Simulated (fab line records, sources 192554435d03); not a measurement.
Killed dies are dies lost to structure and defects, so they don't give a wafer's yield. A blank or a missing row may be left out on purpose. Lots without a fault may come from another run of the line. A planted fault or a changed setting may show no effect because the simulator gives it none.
A struck lot beside a sound one | flow n5_finfet | 38 steps out of a route of 1938
Sound: wafers L535.1, L535.3, L535.5. Struck: wafers L530.1, L530.4. (L530.5 of the same lot was not struck and is left out.) The cause comes at the end.
At each step with rows: each side's tool, then ch and its chambers, then its first start. Under that, the readings that differ: sound wafers | struck wafers | difference of the means | sigmas: that difference in standard deviations of wafers without a fault.
alike: readings whose means differ by less than 2 such deviations, and words and numbers that are the same on both sides. not compared: withheld readings, readings that some wafer has no value for, bounds like >300 that may hide the same value, and numbers for which the record gives no deviation and whose values overlap.
The two part at a step that has a row with sigmas, a row that says differs or no value, or rows on one side only. Numbers that don't overlap but have no deviation are shown without sigmas and don't part them. A reading that every wafer of one side lacks parts them only if that side has two wafers or more.

first, 8 steps without rows for these wafers: N5_BEOL_M2_ECD_50 (material Cu, target thk 300 nm); N5_BEOL_M2_ANNEAL_51 (time 90 s); N5_BEOL_M2_CMP_52 (polishes, stops on SiOC, t overpolish 6.8 s, target thk 40 nm); N5_BEOL_M2_PRE_CLEAN_60 (time 15 s); N5_BEOL_M2_CO_CAP_55 (material Co, precursor CCTBA/H2, target thk 2 nm, time 102.1 s); N5_BEOL_M2_PRE_CLEAN_56 (time 15 s); N5_BEOL_M2_DEP_57 (deposits SiCN from 3MS/NH3, target thk 8 nm, time 14 s); N5_BEOL_M3_ILD_DEP_00 (deposits SiOC from DEMS/O2, target thk 79 nm, time 15.3 s).
N5_BEOL_M3_PECVD_72: deposits SiO2 from TEOS/O2, target thk 16 nm, time 18 s.
  sound on pecvd-04 ch 0,1,2, day 12 06:13; struck on pecvd-03 ch 0, day 10 23:16
  reading                                    | sound             | struck      | difference | sigmas
  rf_fwd_power_W (W)                         | 445.0 444.7 445.3 | 438.7 438.6 | -6.4       | -3
  model.SiO2_of_BEOL_M3_PECVD_72.thk_nm (nm) | 16 16 16.2        | 22 22.6     | +6         |
  alike: chamber_pressure_Torr, heater_power_w, showerhead_plenum_p_Torr, showerhead_vpp_V, throttle_valve_pct
then, 25 steps without rows for these wafers: N5_BEOL_M3_HM_DEP_02 (deposits TiN, target thk 20 nm); N5_BEOL_M3_COAT_61 (time 60 s, resist thk 60 nm); N5_BEOL_M3_COAT_62 (time 60 s, resist thk 12 nm); N5_BEOL_M3_COAT_73 (time 60 s, resist thk 5 nm); N5_BEOL_M3_COAT_05 (resist thk 30 nm); N5_BEOL_M3_EBR_07; N5_BEOL_M3_SOFTBAKE_06 (time 60 s); N5_BEOL_M3_EXPOSE_08 (exposes mask M3); N5_BEOL_M3_PEB_09 (peb time 60 s); N5_BEOL_M3_DEVELOP_10 (develop time 30 s); N5_BEOL_M3_DESCUM_16 (chemistry O2, time 7 s); N5_BEOL_M3_ETCH_74 (etches underlayer in N2/H2, target depth 6.5 nm, time 5.2 s); N5_BEOL_M3_ETCH_63 (etches SiARC in CF4, target depth 15.6 nm, time 26 s); N5_BEOL_M3_ETCH_64 (etches SOC in N2/H2, target depth 75 nm, overetch 15 nm, time 112.5 s); N5_BEOL_M3_STRIP_65 (strips in N2/H2); N5_BEOL_M3_STRIP_75 (strips in N2/H2); N5_BEOL_M3_STRIP_66 (strips in CF4); N5_BEOL_M3_HM_OPEN_17 (chemistry Cl2/BCl3, target TiN, target depth 20 nm, overetch 6 nm); N5_BEOL_M3_STRIP_19 (strips in O2); N5_BEOL_M3_COAT_67 (time 60 s, resist thk 60 nm); N5_BEOL_M3_COAT_68 (time 60 s, resist thk 12 nm); N5_BEOL_M3_COAT_76 (time 60 s, resist thk 5 nm); N5_BEOL_M3_COAT_22 (resist thk 30 nm); N5_BEOL_M3_EBR_24; N5_BEOL_M3_SOFTBAKE_23 (time 60 s).
N5_BEOL_M3_HM_STRIP_39: strips TiN in peroxide tin strip, target depth 25 nm, time 158 s.
  sound on wet_bench-03 ch 0,1,4, day 13 04:55; struck on wet_bench-06 ch 2,5, day 11 12:14
  reading                                    | sound          | struck  | difference | sigmas
  model.SiO2_of_BEOL_M3_PECVD_72.thk_nm (nm) | 15.8 15.8 16.2 | 22 22.6 | +6         |
  alike: bath_guard_temp_C
N5_BEOL_M3_CMP_52: polishes, stops on SiOC, t overpolish 6.8 s, target thk 40 nm.
  sound on cmp-04 ch 0,1,2, day 13 08:20; struck on cmp-04 ch 0,2, day 11 15:38
  reading                      | sound          | struck    | difference | sigmas
  barrier_field_endpoint_s (s) | 24.8 24.6 24.8 | 31.7 32.4 | +7.3       | +14
  alike: edge_zone_pressure_frac, motor_current_A, retaining_ring_pressure_frac
  not compared: pad_life_wafers
N5_BEOL_M4_RC_MEAS_101:
  sound on prober-02 ch 0, day 13 22:45; struck on prober-02 ch 0, day 12 01:07
  alike: DIBL_N, DIBL_P, IOFF_N, IOFF_P, ION_N, ION_P, SS_N, SS_P, VT_N, VT_P
then, 1 step without rows for these wafers: N5_PASSIVATION_PROBE_49.

WHERE THEY PART
First at N5_BEOL_M3_PECVD_72; last, within this record, at N5_BEOL_M3_CMP_52. Later steps at which nothing parts them and some readings are alike: N5_BEOL_M4_RC_MEAS_101.

WHY: what the simulator had put in
Process parameter drift: pecvd-03, from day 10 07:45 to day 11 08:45, at N5_BEOL_M3_PECVD_72. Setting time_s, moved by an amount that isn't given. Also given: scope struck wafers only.
